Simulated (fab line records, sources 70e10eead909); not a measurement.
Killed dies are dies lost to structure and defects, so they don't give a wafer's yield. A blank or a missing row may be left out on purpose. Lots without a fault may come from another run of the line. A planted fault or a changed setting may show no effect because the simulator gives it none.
fab line records | flow nand_harc
record lots=24 wafers=72 last_day=25
route steps=1159 shown A_STAIRCASE@530
lots that met no fault: from a run of the same line without faults
start_h: hours from the record's first day to the start of the lot's first wafer shown | wait_h: hours since the lot's step before | " the same as in the row above | L1.1+2: a row that stands for several wafers | - no value, or no start given | * or withheld: withheld | < > ~ a bound
route shown NAME@n: a module of which the file shows steps, and the number in the route of the first | usual: mean/standard deviation of fault-free wafers | same: alike in all rows | chamber/n: place in a boat | sites: the reading at each site | _std_site: their standard deviation | _edge_site: outer sites' mean less inner sites' | radius_mm: how far each site lies from the wafer's centre | mask NAME#n: copy n | behind: the tool/chamber that last shaped the wafer | hold: why the lot was held/for how many hours/how that ended | device: the transistor (n, p or np) that didn't switch | end of line: the same wafers' tests at the end of the route | a step without rows: its recipe alone | killed: dies lost to structure and defects at the first sort, not the wafer's yield | map: a wafer's dies, x killed, . not, _ none there
set.NAME: the setting as run; set.NAME@STEP: as run at that earlier step | model.NAME: the simulator's own value behind a step, which no gauge read
steps of the route over a sample of lots; a table a step, a row a wafer
services: from which hour (start_h, from the record's first day; less than 0 if before it) a tool's chamber was out of use, for how many hours, and why
## steps
# step NHARC_A_STAIRCASE_DESCUM_168
# recipe time_s=3 o2_flow_sccm=200 ar_flow_sccm=0 bias_power_w=0 chemistry=O2
# usual drypump_motor_current_A=5.7/0.34 oes_product_au=0.997/0.0099 rf_vpp_V=57.7/0.84 showerhead_plenum_p_Torr=1.92/0.076 throttle_valve_pct=11.311/0.0093
# columns lot.wafer tool chamber start_h wait_h drypump_motor_current_A oes_product_au rf_hours_counter_h rf_vpp_V showerhead_plenum_p_Torr throttle_valve_pct
L074.3 rie_diel-13 1 241.95 - 5.2 1.007 44 57.0 1.88 11.302
L074.1 " 2 " " 5.6 1.003 47 58.4 1.99 11.324
L074.2 " 3 " " 5.6 1.005 48 58.1 1.87 11.311
L075.1 rie_diel-08 3 242.12 - 5.8 0.994 41 55.7 1.89 11.301
L075.3 " 0 " " 6.3 0.998 42 58.4 1.94 11.325
L075.5 " 0 " " 6.3 0.992 - 58.2 1.94 11.318
L077.2 rie_diel-13 3 249.90 - 5.6 0.999 51 57.7 1.87 11.319
L077.4 " 2 " " 5.7 1.002 51 58.6 1.99 11.309
L077.5 " 0 " " 5.4 0.979 - 57.0 1.83 11.299
L076.2 rie_diel-04 3 250.07 - 6.1 1.002 47 58.7 2.00 11.318
L076.4 " 1 " " 5.5 0.992 44 59.4 2.02 11.308
L076.6 " 3 " " 6.1 0.999 - 58.1 2.00 11.300
L078.2 rie_diel-13 3 259.67 - 5.6 1.015 56 57.3 1.87 11.319
L078.4 " 0 " " 5.5 0.985 52 58.3 1.83 11.324
L078.5 " 2 " " 5.6 0.996 - 59.9 1.99 11.326
L081.1 rie_diel-13 3 270.21 - 5.6 1.009 59 57.0 1.87 11.322
L081.3 " 2 " " 5.6 0.995 58 57.8 1.99 11.308
L081.5 " 0 " " 5.5 0.973 - 58.4 1.82 11.310
L080.1 rie_diel-04 1 270.38 - 5.5 0.989 51 58.5 2.02 11.316
L080.6 " 1 " " 5.5 0.976 - 57.6 2.02 11.305
L080.5 " 2 " " 5.4 1.004 - 58.1 1.82 11.306
L084.2 rie_diel-04 0 276.48 - 6.1 0.987 56 56.7 1.93 11.317
L084.1 " 1 " " 5.5 0.990 55 59.2 2.02 11.307
L084.5 " 1 " " 5.5 0.986 - 58.5 2.02 11.298
L082.4 rie_diel-04 0 276.79 - 6.1 0.999 56 57.8 1.93 11.294
L082.2 " 2 " " 5.4 1.005 57 57.3 1.82 11.313
L082.5 " 0 " " 6.1 0.985 - 59.2 1.93 11.312
L083.4 rie_diel-04 1 282.96 - 5.5 0.992 58 58.0 2.02 11.309
L083.1 " 2 " " 5.4 0.998 60 57.8 1.82 11.308
L083.6 " 0 " " 6.1 1.001 - 57.3 1.93 11.309
L079.2 rie_diel-08 3 283.23 - 5.8 0.980 60 58.3 1.88 11.328
L079.1 " 0 " " 6.2 0.992 61 57.9 1.93 11.323
L079.6 " 0 " " 6.2 0.986 - 57.0 1.93 11.282
L086.4 rie_diel-04 0 301.98 - 6.1 0.990 1 58.7 1.93 11.316
L086.1 " 2 " " 5.4 0.980 1 55.8 1.82 11.316
L086.2 " 3 " " 6.1 0.985 1 59.3 1.99 11.302
L088.4 rie_diel-04 0 302.45 - 6.1 0.973 1 57.5 1.93 11.305
L088.1 " 1 " " 5.5 0.991 1 57.0 2.02 11.322
L088.3 " 2 " " 5.4 0.990 1 58.9 1.82 11.317
L087.2 rie_diel-04 1 309.54 - 5.5 0.997 4 58.7 2.01 11.299
L087.4 " 2 " " 5.4 1.002 4 58.9 1.82 11.309
L087.3 " 0 " " 6.1 0.989 5 58.9 1.93 11.330
L085.3 rie_diel-04 1 309.59 - 5.5 0.998 4 56.7 2.01 11.318
L085.1 " 3 " " 6.1 0.985 4 58.1 1.99 11.323
L085.6 " 2 " " 5.4 0.991 - 57.2 1.82 11.313
L089.2 rie_diel-04 2 324.23 - 5.4 0.988 12 56.5 1.82 11.335
L089.4 " 3 " " 6.1 0.999 11 57.2 1.99 11.304
L089.5 " 2 " " 5.4 0.996 - 57.8 1.82 11.308
L090.4 rie_diel-13 0 329.09 - 5.5 0.995 18 57.8 1.82 11.303
L090.2 " 2 " " 5.7 1.002 18 57.2 1.98 11.300
L090.5 " 1 " " 5.2 0.999 - 58.4 1.87 11.316
L091.1 rie_diel-04 2 329.28 - 5.4 0.997 13 57.8 1.81 11.312
L091.4 " 0 " " 6.1 0.989 13 57.4 1.93 11.311
L091.5 " 2 " " 5.4 1.007 - 57.6 1.81 11.315
L093.3 rie_diel-04 2 337.70 - 5.4 0.995 16 57.7 1.81 11.313
L093.4 " 3 " " 6.1 0.997 15 58.3 1.99 11.310
L093.1 " 0 " " 6.1 0.994 16 57.9 1.93 11.314
L092.1 rie_diel-04 3 338.01 - 6.1 0.997 15 58.2 1.99 11.310
L092.3 " 1 " " 5.5 1.006 18 58.7 2.01 11.315
L092.5 " 3 " " 6.1 0.997 - 56.9 1.98 11.299
L094.2 rie_diel-08 0 348.51 - 6.3 1.010 14 57.6 1.92 11.322
L094.1 " 3 " " 5.8 1.005 14 58.3 1.88 11.298
L094.5 " 1 " " 6.2 1.011 - 56.0 1.80 11.335
L095.2 rie_diel-13 1 348.60 - 5.2 0.994 27 57.9 1.87 11.319
L095.4 " 3 " " 5.6 0.992 27 57.8 1.86 11.311
L095.6 " 1 " " 5.2 1.005 - 57.6 1.87 11.328
L096.2 rie_diel-04 2 370.44 - 5.4 0.998 29 57.3 1.81 11.309
L096.3 " 3 " " 6.1 0.998 25 57.5 1.98 11.309
L096.1 " 1 " " 5.5 0.991 30 58.1 2.01 11.307
L097.4 rie_diel-13 2 381.60 - 5.7 1.016 40 57.5 1.97 11.310
L097.2 " 0 " " 5.4 1.009 42 57.7 1.81 11.308
L097.6 " 2 " " 5.7 1.017 - 56.8 1.97 11.316
# step NHARC_A_STAIRCASE_STRIP_171
# recipe power_w=1500 temp_c=250 chemistry=O2
# usual drypump_motor_current_A=5.41/0.1 heater_power_w=318/15
# columns lot.wafer tool chamber start_h wait_h drypump_motor_current_A heater_power_w rf_hours_counter_h
L075.1 plasma_asher-01 1 242.47 - 5.40 340 47
L075.3 " 1 " " 5.39 338 -
L075.5 " 1 " " 5.40 341 -
L074.2 plasma_asher-02 1 242.60 - 5.43 309 16
L074.1 " 0 " " 5.28 308 16
L074.3 " 1 " " 5.42 304 -
L076.2 plasma_asher-02 1 250.39 - 5.39 306 18
L076.4 " 1 " " 5.42 308 -
L076.6 " 0 " " 5.29 308 -
L077.2 plasma_asher-01 1 250.56 - 5.43 333 50
L077.4 " 1 " " 5.41 337 -
L077.5 " 0 " " 5.56 345 -
L078.2 plasma_asher-02 0 259.98 - 5.28 308 24
L078.4 " 1 " " 5.41 312 -
L078.5 " 1 " " 5.38 305 -
L081.1 plasma_asher-01 0 270.75 - 5.58 343 57
L081.3 " 1 " " 5.40 336 -
L081.5 " 1 " " 5.40 340 -
L080.1 plasma_asher-01 1 271.03 - 5.41 336 57
L080.6 " 1 " " 5.43 338 -
L080.5 " 0 " " 5.57 347 -
L084.2 plasma_asher-02 0 276.95 - 5.28 310 27
L084.1 " 1 " " 5.41 303 27
L084.5 " 1 " " 5.44 294 -
L082.2 plasma_asher-02 1 277.23 - 5.46 299 28
L082.4 " 0 " " 5.30 312 -
L082.5 " 1 " " 5.47 302 -
L083.1 plasma_asher-01 1 285.63 - 5.40 331 0
L083.4 " 0 " " 5.55 331 -
L083.6 " 0 " " 5.61 328 -
L079.2 plasma_asher-02 0 285.64 - 5.29 311 32
L079.1 " 1 " " 5.45 305 32
L079.6 " 0 " " 5.29 317 -
L086.2 plasma_asher-01 1 302.30 - 5.40 335 7
L086.1 " 0 " " 5.58 326 7
L086.4 " 0 " " 5.58 332 -
L088.1 plasma_asher-02 1 302.82 - 5.41 303 38
L088.3 " 1 " " 5.38 304 -
L088.4 " 0 " " 5.30 306 -
L087.2 plasma_asher-02 1 310.24 - 5.39 303 39
L087.3 " 1 " " 5.38 307 -
L087.4 " 0 " " 5.28 310 -
L085.1 plasma_asher-01 0 310.32 - 5.57 320 10
L085.3 " 0 " " 5.58 328 -
L085.6 " 0 " " 5.56 330 -
L089.2 plasma_asher-02 0 324.58 - 5.30 303 46
L089.4 " 0 " " 5.30 311 -
L089.5 " 0 " " 5.30 304 -
L091.1 plasma_asher-02 1 329.59 - 5.42 306 47
L091.4 " 1 " " 5.38 313 -
L091.5 " 1 " " 5.39 296 -
L090.2 plasma_asher-02 1 330.82 - 5.35 308 47
L090.4 " 1 " " 5.39 316 -
L090.5 " 1 " " 5.38 302 -
L093.1 plasma_asher-01 1 338.01 - 5.43 336 19
L093.3 " 1 " " 5.40 342 -
L093.4 " 0 " " 5.57 330 -
L092.1 plasma_asher-02 1 338.59 - 5.44 292 50
L092.3 " 0 " " 5.28 306 -
L092.5 " 0 " " 5.29 312 -
L094.2 plasma_asher-02 1 348.88 - 5.45 308 56
L094.1 " 0 " " 5.28 306 56
L094.5 " 0 " " 5.29 307 -
L095.2 plasma_asher-02 0 349.44 - 5.29 317 56
L095.4 " 0 " " 5.28 319 -
L095.6 " 1 " " 5.40 303 -
L096.2 plasma_asher-01 1 370.77 - 5.45 326 31
L096.1 " 0 " " 5.57 328 31
L096.3 " 0 " " 5.54 330 -
L097.2 plasma_asher-01 0 381.91 - 5.51 325 33
L097.4 " 1 " " 5.42 327 -
L097.6 " 1 " " 5.42 335 -
# step NHARC_A_STAIRCASE_ETCH_23
# recipe target_depth_a=1000 time_s=40.5 ion_energy_ev=400 c4f8_flow_sccm=20 o2_flow_sccm=10 ar_flow_sccm=withheld rf_w=600 bias_w=1000 chemistry=C4F8/O2
# usual oes_product_au=0.941/0.015 rf_vpp_V=895/4.3
# columns lot.wafer tool chamber start_h wait_h oes_product_au rf_hours_counter_h rf_vpp_V
L075.3 rie_diel-04 2 - - 0.930 45 892
L075.1 " 3 " " 0.924 46 901
L075.5 " 1 " " 0.938 - 903
L074.1 rie_diel-08 1 - - 0.942 42 889
L074.3 " 3 " " 0.944 42 894
L074.2 " 0 " " 0.941 43 896
L076.4 rie_diel-04 2 - - 0.939 49 892
L076.2 " 3 " " 0.942 51 899
L076.6 " 2 " " 0.942 - 891
L077.2 rie_diel-08 3 - - 0.911 47 895
L077.4 " 3 " " 0.913 - 893
L077.5 " 1 " " 0.919 - 889
L078.2 rie_diel-08 3 - - 0.937 49 894
L078.4 " 3 " " 0.945 - 894
L078.5 " 0 " " 0.946 - 896
L081.1 rie_diel-04 0 - - 0.936 56 897
L081.3 " 2 " " 0.952 57 890
L081.5 " 1 " " 0.916 - 902
L080.1 rie_diel-08 3 - - 0.937 56 895
L080.6 " 1 " " 0.950 - 889
L080.5 " 0 " " 0.943 - 897
L084.2 rie_diel-08 1 - - 0.924 59 889
L084.1 " 3 " " 0.921 59 894
L084.5 " 3 " " 0.919 - 894
L082.2 rie_diel-08 3 - - 0.921 59 894
L082.5 " 1 " " 0.944 - 890
L082.4 " 3 " " 0.925 - 894
L083.1 rie_diel-08 1 - - 0.927 63 888
L083.6 " 1 " " 0.936 - 890
L083.4 " 3 " " 0.911 - 893
L079.2 rie_diel-08 1 - - 0.938 64 888
L079.1 " 0 " " 0.923 65 896
L079.6 " 0 " " 0.930 - 897
L086.1 rie_diel-13 0 - - 0.932 10 890
L086.2 " 1 " " 0.938 10 892
L086.4 " 2 " " 0.935 9 900
L088.4 rie_diel-13 2 - - 0.948 10 900
L088.3 " 3 " " 0.932 10 894
L088.1 " 0 " " 0.924 11 889
L087.2 rie_diel-08 1 - - 0.949 1 889
L087.3 " 3 " " 0.958 1 893
L087.4 " 3 " " 0.950 - 892
L085.1 rie_diel-13 1 - - 0.933 13 893
L085.3 " 2 " " 0.929 12 900
L085.6 " 0 " " 0.932 - 890
L089.2 rie_diel-08 1 - - 0.958 7 890
L089.4 " 0 " " 0.946 - 896
L089.5 " 1 " " 0.960 - 888
L091.4 rie_diel-04 3 - - 0.930 14 903
L091.1 " 0 " " 0.928 15 896
L091.5 " 0 " " 0.926 - 896
L090.2 rie_diel-08 1 - - 0.966 9 889
L090.4 " 2 " " 0.950 0 899
L090.5 " 1 " " 0.966 - 889
L093.3 rie_diel-08 1 - - 0.983 11 889
L093.4 " 3 " " 0.959 11 893
L093.1 " 0 " " 0.935 11 896
L092.3 rie_diel-04 3 - - 0.965 16 901
L092.1 " 0 " " 0.961 17 897
L092.5 " 3 " " 0.953 - 901
L094.2 rie_diel-04 1 - - 0.927 23 900
L094.1 " 0 " " 0.929 21 896
L094.5 " 1 " " 0.922 - 903
L095.2 rie_diel-13 0 - - 0.940 29 889
L095.4 " 1 " " 0.964 29 892
L095.6 " 3 " " 0.964 - 892
L096.3 rie_diel-13 2 - - 0.948 37 900
L096.2 " 3 " " 0.940 37 893
L096.1 " 0 " " 0.944 38 890
L097.2 rie_diel-04 2 - - 0.965 34 891
L097.4 " 3 " " 0.943 30 900
L097.6 " 1 " " 0.964 - 901
# step NHARC_A_STAIRCASE_DESCUM_186
# recipe time_s=3 o2_flow_sccm=200 ar_flow_sccm=0 bias_power_w=0 chemistry=O2
# usual drypump_motor_current_A=5.7/0.36 oes_product_au=0.998/0.0091 rf_vpp_V=57.8/1 showerhead_plenum_p_Torr=1.89/0.068 throttle_valve_pct=11.312/0.0091
# columns lot.wafer tool chamber start_h wait_h drypump_motor_current_A oes_product_au rf_hours_counter_h rf_vpp_V showerhead_plenum_p_Torr throttle_valve_pct
L075.3 rie_diel-13 2 247.73 - 5.6 1.004 49 57.8 1.99 11.317
L075.1 " 0 " " 5.4 0.988 47 57.0 1.83 11.297
L075.5 " 2 " " 5.6 1.003 - 58.2 1.99 11.312
L074.3 rie_diel-13 2 248.22 - 5.6 1.004 49 58.6 1.99 11.307
L074.2 " 3 " " 5.6 1.012 50 58.5 1.87 11.316
L074.1 " 0 " " 5.4 0.997 47 56.9 1.83 11.323
L076.2 rie_diel-13 0 257.38 - 5.5 0.987 52 58.9 1.83 11.308
L076.4 " 2 " " 5.6 0.997 54 58.5 1.99 11.316
L076.6 " 1 " " 5.2 1.004 - 59.3 1.88 11.308
L077.2 rie_diel-08 3 258.84 - 5.8 0.996 48 58.9 1.89 11.316
L077.5 " 0 " " 6.3 0.999 - 59.2 1.93 11.303
L077.4 " 3 " " 5.8 1.004 - 57.1 1.89 11.310
L078.2 rie_diel-08 0 265.28 - 6.3 0.993 51 58.5 1.93 11.297
L078.5 " 1 " " 6.3 1.012 - 57.8 1.81 11.306
L078.4 " 0 " " 6.3 1.000 - 58.4 1.93 11.298
L081.1 rie_diel-04 2 277.84 - 5.4 0.991 57 56.8 1.82 11.305
L081.3 " 3 " " 6.1 0.994 59 58.6 1.99 11.310
L081.5 " 2 " " 5.4 1.001 - 56.7 1.82 11.322
L080.1 rie_diel-08 1 279.50 - 6.2 0.998 58 57.2 1.80 11.314
L080.6 " 0 " " 6.3 0.982 - 58.4 1.93 11.315
L080.5 " 3 " " 5.7 0.994 - 57.7 1.88 11.314
L084.1 rie_diel-04 1 286.83 - 5.5 0.987 59 59.6 2.02 11.305
L084.2 " 2 " " 5.4 0.996 61 57.6 1.82 11.325
L084.5 " 3 " " 6.1 0.984 - 56.1 1.99 11.307
L082.2 rie_diel-13 0 286.99 - 5.5 0.982 0 58.1 1.82 11.300
L082.4 " 1 " " 5.2 0.999 1 57.4 1.87 11.314
L082.5 " 3 " " 5.6 1.004 - 56.9 1.87 11.322
L083.1 rie_diel-08 3 292.29 - 5.8 0.993 64 58.6 1.88 11.303
L083.4 " 1 " " 6.2 1.005 - 56.7 1.80 11.304
L083.6 " 3 " " 5.8 0.992 - 57.4 1.88 11.315
L079.2 rie_diel-13 0 293.28 - 5.5 1.004 5 58.6 1.82 11.300
L079.1 " 2 " " 5.6 1.002 4 56.6 1.99 11.308
L079.6 " 0 " " 5.4 0.982 - 57.3 1.82 11.311
L086.2 rie_diel-04 2 307.99 - 5.4 0.990 3 57.4 1.82 11.297
L086.4 " 3 " " 6.1 0.991 3 59.0 1.99 11.316
L086.1 " 0 " " 6.1 0.978 4 56.9 1.93 11.325
L088.3 rie_diel-13 1 308.35 - 5.2 1.008 11 57.3 1.87 11.317
L088.1 " 2 " " 5.6 1.017 10 57.3 1.98 11.313
L088.4 " 0 " " 5.5 0.999 11 56.2 1.82 11.310
L087.4 rie_diel-13 0 316.01 - 5.5 0.993 15 57.6 1.82 11.296
L087.2 " 1 " " 5.2 1.006 14 57.9 1.87 11.338
L087.3 " 3 " " 5.6 0.990 14 57.5 1.86 11.299
L085.1 rie_diel-08 3 316.69 - 5.8 1.015 2 58.3 1.88 11.318
L085.3 " 0 " " 6.3 1.001 2 58.0 1.93 11.315
L085.6 " 1 " " 6.2 1.012 - 56.7 1.80 11.310
L089.2 rie_diel-04 3 330.21 - 6.0 1.011 12 58.7 1.99 11.326
L089.4 " 0 " " 6.1 0.993 13 58.3 1.93 11.309
L089.5 " 3 " " 6.1 0.993 - 56.8 1.99 11.307
L091.4 rie_diel-13 3 335.01 - 5.6 0.979 22 55.3 1.86 11.328
L091.1 " 0 " " 5.5 1.011 21 57.8 1.82 11.318
L091.5 " 2 " " 5.6 1.001 - 57.6 1.98 11.306
L090.2 rie_diel-13 1 337.11 - 5.2 0.995 22 56.9 1.87 11.312
L090.4 " 2 " " 5.6 1.003 23 59.7 1.98 11.323
L090.5 " 3 " " 5.6 0.995 - 57.5 1.86 11.304
L093.4 rie_diel-13 3 343.38 - 5.6 1.004 24 58.0 1.86 11.296
L093.3 " 0 " " 5.4 1.016 24 57.0 1.82 11.316
L093.1 " 1 " " 5.2 1.004 25 57.3 1.87 11.320
L092.3 rie_diel-04 2 343.83 - 5.4 0.993 18 58.4 1.81 11.310
L092.1 " 1 " " 5.5 0.993 19 59.0 2.01 11.318
L092.5 " 2 " " 5.4 0.994 - 58.2 1.81 11.321
L094.1 rie_diel-13 3 354.09 - 5.6 0.996 30 56.7 1.86 11.311
L094.2 " 1 " " 5.2 0.995 29 58.1 1.86 11.303
L094.5 " 0 " " 5.5 1.005 - 58.5 1.81 11.316
L095.2 rie_diel-08 3 354.85 - 5.8 1.005 16 57.7 1.88 11.317
L095.4 " 1 " " 6.2 1.016 17 56.5 1.79 11.308
L095.6 " 3 " " 5.8 0.998 - 59.1 1.88 11.299
L096.1 rie_diel-08 2 376.08 - 5.5 0.989 16 60.0 1.95 11.312
L096.2 " 3 " " 5.7 0.996 25 57.0 1.87 11.329
L096.3 " 0 " " 6.3 0.991 24 58.8 1.92 11.312
L097.2 rie_diel-04 0 387.60 - 6.1 0.980 31 56.6 1.92 11.304
L097.4 " 1 " " 5.5 0.997 35 58.0 2.01 11.321
L097.6 " 2 " " 5.4 0.992 - 59.2 1.81 11.304
# step NHARC_A_STAIRCASE_TRIM_198
# recipe time_s=211.2 o2_flow_sccm=500 ar_flow_sccm=0 bias_w=0 chemistry=O2
# usual drypump_motor_current_A=5.7/0.34 oes_product_au=0.997/0.0093 rf_vpp_V=57.7/0.89 showerhead_plenum_p_Torr=3.51/0.12 throttle_valve_pct=17.037/0.0092
# columns lot.wafer tool chamber start_h wait_h drypump_motor_current_A oes_product_au rf_hours_counter_h rf_vpp_V showerhead_plenum_p_Torr throttle_valve_pct
L075.3 rie_diel-13 3 249.34 - 5.6 1.003 51 56.8 3.46 17.040
L075.1 " 1 " " 5.2 0.988 47 58.2 3.46 17.032
L075.5 " 3 " " 5.6 1.013 - 57.5 3.46 17.018
L074.3 rie_diel-08 0 - - 6.3 1.002 45 58.6 3.57 17.047
L074.1 " 1 " " 6.3 1.001 44 58.6 3.35 17.027
L074.2 " 3 " " 5.8 0.987 44 57.5 3.49 17.040
L076.4 rie_diel-13 2 - - 5.6 0.996 55 58.4 3.66 17.049
L076.2 " 3 " " 5.6 1.005 55 57.5 3.45 17.043
L076.6 " 1 " " 5.2 0.998 - 58.0 3.46 17.030
L077.4 rie_diel-13 3 - - 5.6 1.005 56 57.7 3.45 17.039
L077.2 " 2 " " 5.7 0.996 55 57.1 3.66 17.032
L077.5 " 0 " " 5.5 0.980 - 57.9 3.38 17.031
L078.2 rie_diel-04 2 - - 5.4 0.998 54 57.6 3.37 17.050
L078.4 " 3 " " 6.1 0.992 56 58.3 3.67 17.019
L078.5 " 0 " " 6.1 0.999 - 57.4 3.57 17.036
L081.3 rie_diel-04 0 - - 6.1 0.999 57 58.5 3.56 17.052
L081.1 " 1 " " 5.5 0.987 56 58.4 3.71 17.049
L081.5 " 0 " " 6.1 0.983 - 58.4 3.56 17.044
L080.1 rie_diel-08 0 - - 6.3 0.995 61 57.9 3.56 17.030
L080.5 " 0 " " 6.2 1.000 - 57.7 3.56 17.051
L080.6 " 1 " " 6.2 1.011 - 58.1 3.34 17.049
L084.2 rie_diel-13 0 - - 5.5 0.997 1 57.6 3.37 17.030
L084.1 " 1 " " 5.2 1.020 1 55.9 3.46 17.032
L084.5 " 1 " " 5.2 1.014 - 57.0 3.46 17.042
L082.2 rie_diel-13 1 - - 5.2 1.009 3 57.6 3.46 17.046
L082.4 " 2 " " 5.6 1.001 2 57.7 3.65 17.046
L082.5 " 1 " " 5.2 1.010 - 57.3 3.46 17.032
L083.4 rie_diel-13 0 - - 5.5 0.996 6 57.4 3.37 17.040
L083.1 " 1 " " 5.2 1.006 6 57.9 3.46 17.029
L083.6 " 3 " " 5.6 0.993 - 58.7 3.45 17.033
L079.2 rie_diel-13 1 - - 5.2 1.010 6 58.1 3.46 17.034
L079.1 " 2 " " 5.6 1.005 5 57.6 3.65 17.041
L079.6 " 1 " " 5.2 1.005 - 56.4 3.46 17.039
L086.1 rie_diel-04 1 - - 5.5 0.995 5 59.4 3.70 17.036
L086.2 " 3 " " 6.1 0.993 4 57.4 3.66 17.054
L086.4 " 0 " " 6.1 0.991 5 57.2 3.56 17.033
L088.1 rie_diel-13 2 - - 5.6 1.010 11 57.4 3.65 17.027
L088.3 " 3 " " 5.7 0.994 12 56.3 3.45 17.024
L088.4 " 1 " " 5.2 1.007 12 57.2 3.45 17.039
L085.3 rie_diel-08 0 - - 6.3 0.991 3 56.0 3.55 17.035
L085.1 " 1 " " 6.3 1.007 3 56.1 3.33 17.028
L085.6 " 1 " " 6.3 1.012 - 56.6 3.33 17.035
L087.4 rie_diel-04 1 - - 5.5 1.009 12 58.3 3.70 17.026
L087.2 " 3 " " 6.1 1.000 10 58.8 3.65 17.041
L087.3 " 0 " " 6.1 0.988 11 59.0 3.55 17.033
L089.4 rie_diel-04 2 - - 5.4 0.985 15 56.3 3.36 17.042
L089.2 " 1 " " 5.5 0.990 16 59.7 3.70 17.048
L089.5 " 2 " " 5.4 0.995 - 57.5 3.36 17.047
L091.1 rie_diel-04 1 - - 5.5 0.998 17 57.8 3.69 17.021
L091.4 " 2 " " 5.4 1.000 16 56.3 3.36 17.038
L091.5 " 0 " " 6.1 0.977 - 58.0 3.55 17.044
L090.2 rie_diel-08 2 - - 5.5 1.007 1 59.3 3.60 17.047
L090.4 " 0 " " 6.3 1.001 10 57.9 3.55 17.033
L090.5 " 1 " " 6.3 1.013 - 57.7 3.33 17.039
L093.1 rie_diel-13 2 - - 5.6 1.011 26 58.7 3.64 17.046
L093.3 " 0 " " 5.5 1.003 25 58.4 3.36 17.036
L093.4 " 1 " " 5.2 1.004 25 56.6 3.45 17.034
L092.1 rie_diel-04 2 - - 5.4 0.996 19 55.0 3.36 17.028
L092.3 " 3 " " 6.1 0.983 17 58.9 3.65 17.034
L092.5 " 2 " " 5.4 0.996 - 58.5 3.36 17.039
L094.1 rie_diel-04 0 - - 6.1 0.987 21 55.6 3.55 17.029
L094.2 " 2 " " 5.4 1.004 23 57.4 3.35 17.021
L094.5 " 0 " " 6.1 0.984 - 57.1 3.55 17.040
L095.4 rie_diel-13 2 - - 5.6 1.001 31 57.0 3.64 17.042
L095.2 " 1 " " 5.2 1.001 30 57.3 3.44 17.037
L095.6 " 3 " " 5.6 0.996 - 57.8 3.43 17.034
L096.2 rie_diel-08 1 - - 6.2 1.006 25 56.2 3.32 17.051
L096.3 " 2 " " 5.5 1.002 17 55.7 3.59 17.048
L096.1 " 3 " " 5.8 0.996 25 56.7 3.46 17.024
L097.4 rie_diel-04 3 - - 6.1 0.990 31 57.3 3.64 17.022
L097.2 " 2 " " 5.4 0.998 36 57.7 3.35 17.024
L097.6 " 0 " " 6.1 0.987 - 58.8 3.54 17.044
# step NHARC_A_STAIRCASE_ETCH_203
# recipe target_depth_a=1000 time_s=40.5 ion_energy_ev=400 c4f8_flow_sccm=20 o2_flow_sccm=10 ar_flow_sccm=withheld rf_w=600 bias_w=1000 chemistry=C4F8/O2
# usual oes_product_au=0.940/0.011 rf_vpp_V=895/4.4
# columns lot.wafer tool chamber start_h wait_h oes_product_au rf_hours_counter_h rf_vpp_V
L075.3 rie_diel-08 1 - - 0.948 44 890
L075.1 " 3 " " 0.936 44 895
L075.5 " 0 " " 0.942 - 898
L074.3 rie_diel-08 3 - - 0.946 44 895
L074.2 " 0 " " 0.946 45 898
L074.1 " 1 " " 0.952 44 888
L076.2 rie_diel-13 1 - - 0.946 51 893
L076.4 " 0 " " 0.936 52 891
L076.6 " 2 " " 0.941 - 902
L077.4 rie_diel-13 2 - - 0.952 55 898
L077.2 " 1 " " 0.954 52 894
L077.5 " 3 " " 0.938 - 893
L078.2 rie_diel-04 0 - - 0.943 52 899
L078.4 " 1 " " 0.935 51 901
L078.5 " 0 " " 0.949 - 897
L081.1 rie_diel-04 2 - - 0.933 59 889
L081.3 " 3 " " 0.929 61 901
L081.5 " 1 " " 0.925 - 903
L080.1 rie_diel-08 3 - - 0.915 60 894
L080.6 " 1 " " 0.936 - 890
L080.5 " 3 " " 0.928 - 894
L084.1 rie_diel-13 0 - - 0.931 4 890
L084.2 " 2 " " 0.940 3 900
L084.5 " 0 " " 0.919 - 892
L082.4 rie_diel-13 0 - - 0.919 4 891
L082.2 " 1 " " 0.941 4 894
L082.5 " 2 " " 0.930 - 900
L083.4 rie_diel-13 2 - - 0.923 6 901
L083.1 " 3 " " 0.919 6 893
L083.6 " 2 " " 0.926 - 900
L079.1 rie_diel-13 0 - - 0.921 7 890
L079.2 " 1 " " 0.934 7 892
L079.6 " 1 " " 0.936 - 893
L088.3 rie_diel-13 2 - - 0.969 11 900
L088.4 " 3 " " 0.947 12 894
L088.1 " 0 " " 0.937 13 890
L086.1 rie_diel-04 0 - - 0.933 8 897
L086.2 " 2 " " 0.945 8 889
L086.4 " 3 " " 0.936 7 901
L087.3 rie_diel-04 0 - - 0.939 11 897
L087.4 " 1 " " 0.962 12 902
L087.2 " 2 " " 0.950 11 890
L085.1 rie_diel-08 0 - - 0.944 4 897
L085.3 " 1 " " 0.964 4 889
L085.6 " 0 " " 0.943 - 895
L089.4 rie_diel-04 0 - - 0.939 15 897
L089.2 " 1 " " 0.943 16 903
L089.5 " 0 " " 0.934 - 898
L091.4 rie_diel-04 3 - - 0.946 15 900
L091.1 " 0 " " 0.939 16 895
L091.5 " 2 " " 0.946 - 889
L090.4 rie_diel-08 0 - - 0.932 10 898
L090.2 " 2 " " 0.950 2 899
L090.5 " 0 " " 0.954 - 897
L093.4 rie_diel-13 0 - - 0.945 25 890
L093.1 " 1 " " 0.947 25 893
L093.3 " 2 " " 0.952 26 901
L092.3 rie_diel-04 3 - - 0.934 18 902
L092.1 " 0 " " 0.934 19 895
L092.5 " 3 " " 0.943 - 901
L094.2 rie_diel-04 1 - - 0.938 24 902
L094.1 " 2 " " 0.942 24 890
L094.5 " 3 " " 0.934 - 901
L095.4 rie_diel-13 0 - - 0.936 30 889
L095.2 " 1 " " 0.947 30 892
L095.6 " 2 " " 0.958 - 901
L096.3 rie_diel-08 0 - - 0.941 25 897
L096.1 " 1 " " 0.958 25 889
L096.2 " 2 " " 0.951 17 898
L097.2 rie_diel-04 3 - - 0.933 32 900
L097.4 " 0 " " 0.915 33 897
L097.6 " 0 " " 0.928 - 897
## services
# columns tool chamber start_h hours kind
rie_diel-04 0 220.27 - clean
rie_diel-04 1 220.27 - clean
rie_diel-04 2 220.27 - clean
rie_diel-04 3 220.27 - clean
rie_diel-04 2 222.48 4.4 repair
rie_diel-13 0 229.30 3.6 repair
rie_diel-13 - 237.17 0.5 repair
rie_diel-04 0 244.90 - clean
rie_diel-04 1 244.90 - clean
rie_diel-04 2 244.90 - clean
rie_diel-04 3 244.90 - clean
rie_diel-13 1 268.75 6.3 repair
rie_diel-04 0 269.40 - clean
rie_diel-04 1 269.40 - clean
rie_diel-04 2 269.40 - clean
rie_diel-04 3 269.40 - clean
plasma_asher-02 - 270.20 1.7 repair
plasma_asher-01 - 276.30 9.0 pm
rie_diel-13 - 276.66 9.0 pm
plasma_asher-02 - 282.42 2.9 repair
rie_diel-04 - 289.96 9.0 pm
rie_diel-08 - 301.84 9.0 pm
plasma_asher-02 - 357.98 4.5 repair
plasma_asher-02 - 362.52 9.0 pm
## key
fault none
